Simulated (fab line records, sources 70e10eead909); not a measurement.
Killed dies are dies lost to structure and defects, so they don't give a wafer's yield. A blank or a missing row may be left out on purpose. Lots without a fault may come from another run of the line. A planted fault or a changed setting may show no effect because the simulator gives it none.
A struck lot beside a sound one | flow nand_harc | 14 steps out of a route of 1302
Sound: wafers L232.1, L232.4, L232.5. Struck: wafers L243.3, L243.5. (L243.2 of the same lot was not struck and is left out.) The cause comes at the end.
At each step with rows: each side's tool, then ch and its chambers, then its first start. Under that, the readings that differ: sound wafers | struck wafers | difference of the means | sigmas: that difference in standard deviations of wafers without a fault.
alike: readings whose means differ by less than 2 such deviations, and words and numbers that are the same on both sides. not compared: withheld readings, readings that some wafer has no value for, bounds like >300 that may hide the same value, and numbers for which the record gives no deviation and whose values overlap.
The two part at a step that has a row with sigmas, a row that says differs or no value, or rows on one side only. Numbers that don't overlap but have no deviation are shown without sigmas and don't part them. A reading that every wafer of one side lacks parts them only if that side has two wafers or more.

NHARC_A_STAIRCASE_DESCUM_270: chemistry O2, time 3 s.
  sound on rie_diel-12 ch 0,1,2, day 18 00:41; struck on rie_diel-04 ch 2,3, day 23 01:58
  alike: drypump_motor_current_A, oes_product_au, rf_vpp_V, showerhead_plenum_p_Torr, throttle_valve_pct
  not compared: rf_hours_counter_h
NHARC_A_STAIRCASE_ETCH_271: etches the open film in CF4/CHF3.
  sound on rie_diel-12 ch 0,2,3, day 18 00:46; struck on rie_diel-04 ch 1, day 23 02:04
  reading               | sound             | struck      | difference | sigmas
  oes_product_au (a.u.) | 0.919 0.927 0.909 | 1.001 1.000 | +0.082     | +3
  alike: drypump_motor_current_A, rf_vpp_V, showerhead_plenum_p_Torr, throttle_valve_pct
  not compared: rf_hours_counter_h
then, 2 steps without rows for these wafers: NHARC_A_STAIRCASE_HM_OPEN_457 (chemistry O2/COS); NHARC_A_STAIRCASE_STRIP_458 (strips in O2/COS).
NHARC_A_STAIRCASE_ETCH_451: etches the open film in CF4/O2, target depth 30 nm, overetch 3 nm, time 16.5 s.
  sound on rie_diel-12 ch 0,3; struck on rie_diel-04 ch 1
  reading               | sound             | struck      | difference | sigmas
  oes_product_au (a.u.) | 1.007 0.987 1.005 | 1.021 1.024 | +0.023     | +2
  alike: drypump_motor_current_A, rf_vpp_V, showerhead_plenum_p_Torr, throttle_valve_pct
  not compared: rf_hours_counter_h
NHARC_A_STAIRCASE_ETCH_273: etches the open film in C4F8/O2/Ar, target depth 10200 nm, time 2468.6 s.
  sound on rie_diel-12 ch 1,2,3; struck on rie_diel-04 ch 0,2
  alike: oes_product_au, rf_vpp_V
  not compared: rf_hours_counter_h
NHARC_A_STAIRCASE_STRIP_274: strips in O2.
  sound on rie_diel-12 ch 2,3; struck on rie_diel-04 ch 0,2
  alike: drypump_motor_current_A, oes_product_au, rf_vpp_V, showerhead_plenum_p_Torr, throttle_valve_pct
  not compared: rf_hours_counter_h
then, 4 steps without rows for these wafers: NHARC_A_STAIRCASE_STRIP_275 (strips in SPM, time 900 s); NHARC_A_STAIRCASE_PRECLEAN_276 (cleans in SC1); NHARC_A_STAIRCASE_SRD_277; NHARC_A_STAIRCASE_HM_DEP_459 (deposits aC, target thk 1500 nm).
NHARC_A_STAIRCASE_DEP_280: deposits SiON, target thk 30 nm.
  sound on pecvd-01 ch 0,1, day 18 05:37; struck on pecvd-04 ch 0, day 23 06:58
  reading              | sound             | struck      | difference | sigmas
  rf_fwd_power_W (W)   | 347.4 346.4 348.3 | 209.1 208.6 | -138.5     | -99 or more
  showerhead_vpp_V (V) | 1268 1265 1208    | 888 903     | -352       | -7
  alike: heater_power_w
then, 1 step without rows for these wafers: NHARC_A_STAIRCASE_DEHYDRATE_281 (time 120 s).
-- the record jumps here: 9 days lie between the struck wafers' starts before and after (it left off in module A_STAIRCASE and takes up again in module END, whose first step shown is number 1302 of the route) --
NHARC_END_SORT_01:
  the record has rows for the struck wafers here (prober-01 ch 0, day 31 21:39) and none for the sound ones

WHERE THEY PART
First at NHARC_A_STAIRCASE_ETCH_271; last, within this record, at NHARC_END_SORT_01.

WHY: what the simulator had put in
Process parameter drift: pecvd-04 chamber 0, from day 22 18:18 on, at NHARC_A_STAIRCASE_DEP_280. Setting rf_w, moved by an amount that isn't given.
